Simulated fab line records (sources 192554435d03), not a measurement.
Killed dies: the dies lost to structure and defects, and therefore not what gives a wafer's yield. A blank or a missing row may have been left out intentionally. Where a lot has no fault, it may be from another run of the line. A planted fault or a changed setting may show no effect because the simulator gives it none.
Matching of chambers    flow n5Finfet    4 sister chambers for N5_BEOL_M8_VIA_ETCH_34 on rieDiel-04
The step etches SiCOH lowk in C4F6/O2, target depth 125.5 nm, time 50.5 s. 20 wafers are shown with their chamber, then 10 later ones without.

## WAFERS PAIRED WITH THEIR CHAMBERS
wafer   chamber  rfVppV (V)  showerheadPlenumPTorr (Torr)  throttleValvePct (%)
L075.1  1        655         2.73                          20.89
L075.3  2        674         2.88                          20.62
L075.5  0        668         2.80                          20.93
L077.1  0        668         2.79                          20.95
L077.2  1        655         2.72                          20.88
L077.6  0        668         2.79                          20.95
L081.1  2        675         2.87                          20.66
L081.3  3        676         2.91                          21.04
L081.6  1        656         2.72                          20.91
L080.1  2        675         2.87                          20.65
L080.2  1        656         2.72                          20.89
L080.3  3        677         2.91                          21.04
L082.4  2        675         2.87                          20.64
L082.5  1        655         2.72                          20.91
L082.6  0        668         2.79                          20.96
L083.3  3        677         2.91                          21.04
L083.4  2        674         2.87                          20.64
L083.6  2        674         2.87                          20.64
L086.1  3        676         2.90                          21.05
L086.2  2        673         2.87                          20.65

SIGNATURES, as means of the wafers listed above
reading                chamber 0  chamber 1  chamber 2  chamber 3  scatter within a chamber
rfVppV                 668.00     655.40     674.29     676.50     0.593
showerheadPlenumPTorr  2.7925     2.7220     2.8714     2.9075     0.00444
throttleValvePct       20.9475    20.8960    20.6429    21.0425    0.0118
Rule: a wafer's distance from a chamber is the root of the sum, over the readings, of the square of ((its reading less the chamber's mean) divided by the reading's scatter). If the next closest chamber is less than 2 further off than the closest, the wafer can't be placed; otherwise it belongs to the closest. The scatter is the square root of a quotient: the sum, over the shown wafers, of each reading's squared deviation from its chamber's mean, divided by wafers minus chambers.

## WAFERS WHOSE CHAMBER IS MISSING
wafer   rfVppV (V)  showerheadPlenumPTorr (Torr)  throttleValvePct (%)
L086.3  668         2.79                          20.98
L090.2  656         2.71                          20.93
L090.4  674         2.86                          20.66
L090.6  676         2.90                          21.07
L093.2  673         2.86                          20.66
L093.4  666         2.78                          20.98
L093.5  655         2.71                          20.92
L095.2  666         2.77                          21.00
L095.3  673         2.86                          20.70
L095.5  655         2.71                          20.96

## THE CHAMBER EACH PASSED THROUGH
wafer   from the rows above  in truth
L086.3  0                    0
L090.2  1                    1
L090.4  2                    2
L090.6  3                    3
L093.2  2                    2
L093.4  0                    0
L093.5  1                    1
L095.2  0                    0
L095.3  2                    2
L095.5  1                    1
Correct placement for 10 of the 10. Not placeable from these rows: 0. 0 placed wrongly.
